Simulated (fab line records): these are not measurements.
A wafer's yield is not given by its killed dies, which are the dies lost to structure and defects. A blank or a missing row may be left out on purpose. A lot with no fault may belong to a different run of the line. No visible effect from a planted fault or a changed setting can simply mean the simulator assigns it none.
Which tool is to blame? + flow n5_finfet + 72 wafers from 24 lots sampled at 3 of the route's 1938 steps

== WHAT EACH GAUGE READ, for each wafer ==
N5_WELL_APT_CD_MEAS_08 targets a cd of 200 nm.
| lot  | measured    | on        | cd_nm (nm)        |
|------|-------------|-----------|-------------------|
| L074 | day 1 13:51 | cd_sem-01 | 197.0 201.8 198.6 |
| L075 | day 1 19:41 | cd_sem-01 | 201.2 202.3 199.3 |
| L076 | day 2 01:43 | cd_sem-02 | 199.4 198.2 200.0 |
| L077 | day 2 07:41 | cd_sem-01 | 203.1 204.7 202.8 |
| L078 | day 2 13:44 | cd_sem-01 | 200.4 201.5 199.9 |
| L079 | day 2 19:55 | cd_sem-03 | 196.4 197.2 198.2 |
| L080 | day 3 01:46 | cd_sem-01 | 198.1 202.4 199.9 |
| L081 | day 3 08:07 | cd_sem-03 | 203.9 203.2 202.6 |
| L082 | day 3 13:44 | cd_sem-01 | 200.8 199.8 200.5 |
| L083 | day 3 20:04 | cd_sem-03 | 199.4 198.1 196.6 |
| L084 | day 4 01:49 | cd_sem-02 | 196.6 195.5 199.1 |
| L085 | day 4 07:34 | cd_sem-02 | 203.5 203.9 200.7 |
| L086 | day 4 13:56 | cd_sem-03 | 202.0 201.7 198.0 |
| L087 | day 4 19:41 | cd_sem-03 | 200.0 198.1 199.8 |
| L088 | day 5 01:35 | cd_sem-02 | 200.4 200.7 202.3 |
| L089 | day 5 07:41 | cd_sem-02 | 199.3 199.8 202.6 |
| L090 | day 5 13:38 | cd_sem-01 | 201.1 198.9 200.8 |
| L091 | day 5 19:41 | cd_sem-03 | 201.1 203.2 202.2 |
| L092 | day 6 01:41 | cd_sem-01 | 199.8 202.2 200.6 |
| L093 | day 6 07:44 | cd_sem-02 | 196.7 196.9 198.5 |
| L094 | day 6 13:34 | cd_sem-02 | 199.8 197.9 198.7 |
| L095 | day 6 19:50 | cd_sem-01 | 202.0 198.1 200.9 |
| L096 | day 7 01:49 | cd_sem-01 | 198.4 198.5 200.2 |
| L097 | day 7 07:50 | cd_sem-01 | 201.8 202.9 203.3 |

N5_PMOS_HMC_CHANNEL_EPI_INSPECT_30: inspects for defects (darkfield).
| lot  | measured    | on                | raw_defect_count |
|------|-------------|-------------------|------------------|
| L074 | day 1 20:39 | defect_inspect-01 | 25 22 11         |
| L075 | day 2 02:26 | defect_inspect-02 | 32 26 25         |
| L076 | day 2 08:32 | defect_inspect-02 | 16 23 18         |
| L077 | day 2 15:35 | defect_inspect-01 | 12 16 11         |
| L078 | day 2 20:38 | defect_inspect-01 | 25 20 38         |
| L079 | day 3 03:07 | defect_inspect-01 | 18 21 11         |
| L080 | day 3 08:37 | defect_inspect-02 | 21 16 12         |
| L081 | day 3 14:27 | defect_inspect-02 | 14 23 38         |
| L082 | day 3 20:04 | defect_inspect-02 | 27 22 14         |
| L083 | day 4 02:38 | defect_inspect-01 | 15 17 15         |
| L084 | day 4 08:22 | defect_inspect-01 | 29 30 24         |
| L085 | day 4 16:38 | defect_inspect-02 | 19 5 16          |
| L086 | day 4 20:57 | defect_inspect-02 | 9 5 17           |
| L087 | day 5 02:17 | defect_inspect-01 | 15 12 24         |
| L088 | day 5 08:30 | defect_inspect-02 | 22 24 14         |
| L089 | day 5 14:00 | defect_inspect-01 | 21 11 17         |
| L090 | day 5 20:20 | defect_inspect-01 | 29 24 32         |
| L091 | day 6 02:35 | defect_inspect-02 | 13 13 12         |
| L092 | day 6 09:13 | defect_inspect-02 | 31 17 14         |
| L093 | day 6 14:08 | defect_inspect-01 | 23 20 15         |
| L094 | day 6 19:48 | defect_inspect-02 | 33 29 29         |
| L095 | day 7 01:50 | defect_inspect-02 | 33 22 25         |
| L096 | day 7 08:04 | defect_inspect-02 | 29 17 29         |
| L097 | day 7 14:08 | defect_inspect-01 | 12 8 13          |

== TOOL THAT RAN EACH LOT (tool first, then ch and the chambers of the sampled wafers, then the start) ==
| lot  | N5_ZERO_LAYER_DESCUM_16           |
|------|-----------------------------------|
| L074 | rie_diel-03 ch 0,2,3, day 1 12:48 |
| L075 | rie_diel-01 ch 0,1,2, day 1 18:41 |
| L076 | rie_diel-01 ch 1,3, day 2 00:50   |
| L077 | rie_diel-01 ch 2,3, day 2 06:41   |
| L078 | rie_diel-04 ch 0,2,3, day 2 12:51 |
| L079 | rie_diel-01 ch 0,2, day 2 18:53   |
| L080 | rie_diel-03 ch 0,1,3, day 3 00:52 |
| L081 | rie_diel-01 ch 1,2,3, day 3 06:52 |
| L082 | rie_diel-01 ch 1,2, day 3 12:51   |
| L083 | rie_diel-04 ch 0,2,3, day 3 19:04 |
| L084 | rie_diel-01 ch 0,1, day 4 00:49   |
| L085 | rie_diel-03 ch 0,2, day 4 06:41   |
| L086 | rie_diel-03 ch 0,1,3, day 4 12:48 |
| L087 | rie_diel-01 ch 0,2,3, day 4 18:48 |
| L088 | rie_diel-04 ch 0,3, day 5 00:41   |
| L089 | rie_diel-04 ch 1,3, day 5 06:49   |
| L090 | rie_diel-03 ch 0,1, day 5 12:46   |
| L091 | rie_diel-04 ch 0,1,2, day 5 18:48 |
| L092 | rie_diel-01 ch 0,3, day 6 00:48   |
| L093 | rie_diel-01 ch 0,1,3, day 6 06:41 |
| L094 | rie_diel-03 ch 1,2,3, day 6 12:41 |
| L095 | rie_diel-03 ch 1,3, day 6 18:48   |
| L096 | rie_diel-04 ch 1,2,3, day 7 00:49 |
| L097 | rie_diel-01 ch 0,1,2, day 7 06:48 |
- N5_ZERO_LAYER_DESCUM_16: chemistry O2, time 7.9 s.

== WHAT THE TOOLS THEMSELVES READ (means of the sampled wafers that have a number; where no wafer has one, the mark that the record gives instead) ==
N5_ZERO_LAYER_DESCUM_16.
| lot  | tool        | drypump_motor_current_A (A) | oes_product_au (a.u.) | rf_vpp_V (V) | showerhead_plenum_p_Torr (Torr) | throttle_valve_pct (%) |
|------|-------------|-----------------------------|-----------------------|--------------|---------------------------------|------------------------|
| L074 | rie_diel-03 | 5.3                         | 0.83                  | 243.1        | 2.12                            | 20.64                  |
| L075 | rie_diel-01 | 6.0                         | 0.76                  | 243.2        | 2.08                            | 20.38                  |
| L076 | rie_diel-01 | 6.2                         | 0.78                  | 244.1        | 2.13                            | 20.30                  |
| L077 | rie_diel-01 | 6.0                         | 0.78                  | 244.2        | 2.19                            | 20.28                  |
| L078 | rie_diel-04 | 5.7                         | 0.74                  | 243.5        | 2.11                            | 20.40                  |
| L079 | rie_diel-01 | 6.0                         | 0.73                  | 243.0        | 2.10                            | 20.31                  |
| L080 | rie_diel-03 | 5.8                         | 0.81                  | 243.4        | 2.12                            | 20.60                  |
| L081 | rie_diel-01 | 6.0                         | 0.76                  | 244.2        | 2.12                            | 20.38                  |
| L082 | rie_diel-01 | 6.1                         | 0.75                  | 242.2        | 2.05                            | 20.49                  |
| L083 | rie_diel-04 | 5.7                         | 0.74                  | 243.5        | 2.10                            | 20.41                  |
| L084 | rie_diel-01 | 6.2                         | 0.70                  | 242.3        | 2.04                            | 20.35                  |
| L085 | rie_diel-03 | 4.9                         | 0.77                  | 243.7        | 2.14                            | 20.81                  |
| L086 | rie_diel-03 | 5.8                         | 0.79                  | 242.9        | 2.12                            | 20.60                  |
| L087 | rie_diel-01 | 6.0                         | 0.75                  | 244.4        | 2.14                            | 20.33                  |
| L088 | rie_diel-04 | 5.9                         | 0.73                  | 243.4        | 2.13                            | 20.31                  |
| L089 | rie_diel-04 | 6.0                         | 0.78                  | 242.4        | 2.06                            | 20.52                  |
| L090 | rie_diel-03 | 5.7                         | 0.75                  | 244.1        | 2.16                            | 20.71                  |
| L091 | rie_diel-04 | 5.8                         | 0.74                  | 242.0        | 2.08                            | 20.50                  |
| L092 | rie_diel-01 | 6.2                         | 0.73                  | 243.5        | 2.15                            | 20.26                  |
| L093 | rie_diel-01 | 6.2                         | 0.72                  | 243.1        | 2.08                            | 20.36                  |
| L094 | rie_diel-03 | 5.7                         | 0.80                  | 242.4        | 2.14                            | 20.64                  |
| L095 | rie_diel-03 | 6.3                         | 0.83                  | 243.7        | 2.10                            | 20.49                  |
| L096 | rie_diel-04 | 5.7                         | 0.75                  | 242.5        | 2.05                            | 20.58                  |
| L097 | rie_diel-01 | 6.0                         | 0.73                  | 243.4        | 2.07                            | 20.45                  |

== THE ANSWER, worked out from the rows above alone ==
Rule: what is usual is taken from the lots themselves. The widest of any qualifying gaps counts: lots, ordered by their means at a reading, are off when they make up no more than a third of the lots, leave a main group of 4 or more, and stand apart from it by 3 or more times the standard deviation of that group's means. A main group is skipped when, at the precision printed for the reading in the tables above, its means are all equal. A lot without any number at a reading at which 4 lots or more have one is off too. All remaining lots with rows at the step are treated as sound. Order of review: gauges by route order, followed by the tools' own readings, for which a lot's mean as printed above is used. At the first step where some lot is off, the reading lying furthest off is the one used; lots without a number count as furthest.
Nothing can be told from this: no lot is off at any reading shown.

== WHAT THE SIMULATOR HAD PUT IN ==
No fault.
